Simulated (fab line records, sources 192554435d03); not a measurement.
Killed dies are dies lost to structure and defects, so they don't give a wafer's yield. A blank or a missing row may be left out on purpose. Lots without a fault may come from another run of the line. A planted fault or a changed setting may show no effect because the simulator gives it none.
Which tool did it? | flow n5_finfet | 10 lots, 30 wafers sampled, at 5 steps of a route of 1938

WHAT THE GAUGES READ, wafer by wafer
N5_SDB_INSPECT_13: inspects for defects (brightfield).
lot  | measured    | on                | raw_defect_count
L075 | day 4 02:22 | defect_inspect-01 | 41 75 42
L077 | day 4 13:35 | defect_inspect-01 | 55 55 128
L079 | day 4 23:17 | defect_inspect-01 | 78 81 84
L081 | day 5 14:05 | defect_inspect-02 | 38 63 38
L084 | day 6 06:16 | defect_inspect-01 | 115 72 94
L086 | day 6 21:49 | defect_inspect-01 | 48 66 54
L089 | day 7 11:58 | defect_inspect-02 | 116 131 84
L091 | day 7 23:33 | defect_inspect-02 | 66 76 80
L093 | day 8 15:02 | defect_inspect-01 | 52 63 86
L096 | day 9 07:38 | defect_inspect-02 | 47 85 45

WHICH TOOL RAN EACH LOT (tool, then ch and the chambers of the sampled wafers, then the start)
lot  | N5_SD_EPI_N_ETCH_16               | N5_SD_EPI_N_SD_RECESS_17        | N5_SD_EPI_N_STRIP_38                | N5_SD_EPI_P_ETCHBACK_46
L075 | rie_diel-04 ch 1,2, day 3 10:03   | rie_si-04 ch 1,2, day 3 10:07   | plasma_asher-01 ch 1, day 3 10:13   | rie_diel-02 ch 0,1,2, day 3 15:37
L077 | rie_diel-06 ch 1,2, day 3 21:58   | rie_si-04 ch 0,1,3, day 3 22:02 | plasma_asher-02 ch 0,1, day 3 22:08 | rie_diel-02 ch 0,3, day 4 02:34
L079 | rie_diel-04 ch 1,2,3, day 4 07:53 | rie_si-05 ch 0,2,3, day 4 07:57 | plasma_asher-01 ch 0,1, day 4 08:02 | rie_diel-01 ch 1,2,3, day 4 12:12
L081 | rie_diel-05 ch 0,1, day 4 21:37   | rie_si-05 ch 0,1,2, day 4 21:41 | plasma_asher-02 ch 0,1, day 4 21:46 | rie_diel-03 ch 0,2,3, day 5 02:05
L084 | rie_diel-04 ch 0,1,3, day 5 14:46 | rie_si-04 ch 0,2,3, day 5 14:50 | plasma_asher-02 ch 0,1, day 5 14:55 | rie_diel-02 ch 1,2,3, day 5 19:02
L086 | rie_diel-04 ch 1,2, day 6 05:40   | rie_si-05 ch 0,1,3, day 6 05:44 | plasma_asher-01 ch 0,1, day 6 05:49 | rie_diel-02 ch 0,2,3, day 6 09:55
L089 | rie_diel-04 ch 1,2, day 6 19:43   | rie_si-04 ch 1,2, day 6 19:47   | plasma_asher-01 ch 0,1, day 6 19:53 | rie_diel-01 ch 1,2,3, day 7 01:03
L091 | rie_diel-04 ch 0,2, day 7 07:42   | rie_si-04 ch 0,1,3, day 7 07:46 | plasma_asher-02 ch 0,1, day 7 07:52 | rie_diel-02 ch 0,2, day 7 12:41
L093 | rie_diel-04 ch 0,1,2, day 7 23:28 | rie_si-03 ch 0,1,3, day 7 23:32 | plasma_asher-02 ch 0,1, day 7 23:38 | rie_diel-03 ch 0,1,3, day 8 03:47
L096 | rie_diel-06 ch 0,3, day 8 15:19   | rie_si-03 ch 0,2, day 8 15:23   | plasma_asher-02 ch 0,1, day 8 15:29 | rie_diel-02 ch 1,2,3, day 8 20:23
- N5_SD_EPI_N_ETCH_16: etches SiO2 in CHF3/O2, target depth 5 nm.
- N5_SD_EPI_N_SD_RECESS_17: chemistry HBr/Cl2/O2, target depth 41 nm, time 23.7 s, bt time 3 s.
- N5_SD_EPI_N_STRIP_38: strips in N2/H2.
- N5_SD_EPI_P_ETCHBACK_46: etches SiNx in CH3F/O2, stops on SiO2, target depth 17.5 nm.

THE ANSWER, worked out from the rows above alone
Rule: what is usual is taken from the lots themselves. Put in order of their means at a reading, lots are off if they are a third of the lots or fewer, leave a main group of 4 or more, and stand apart from it by a gap of 3 or more times the standard deviation of the main group's means; of several such gaps the widest counts. A main group whose means are all the same, to the digits that the tables above print for the reading, isn't used. A lot without any number at a reading at which 4 lots or more have one is off too. The other lots that the step has rows for count as sound.
No lot is off at any reading shown: from this, nothing can be told.

WHAT THE SIMULATOR HAD PUT IN
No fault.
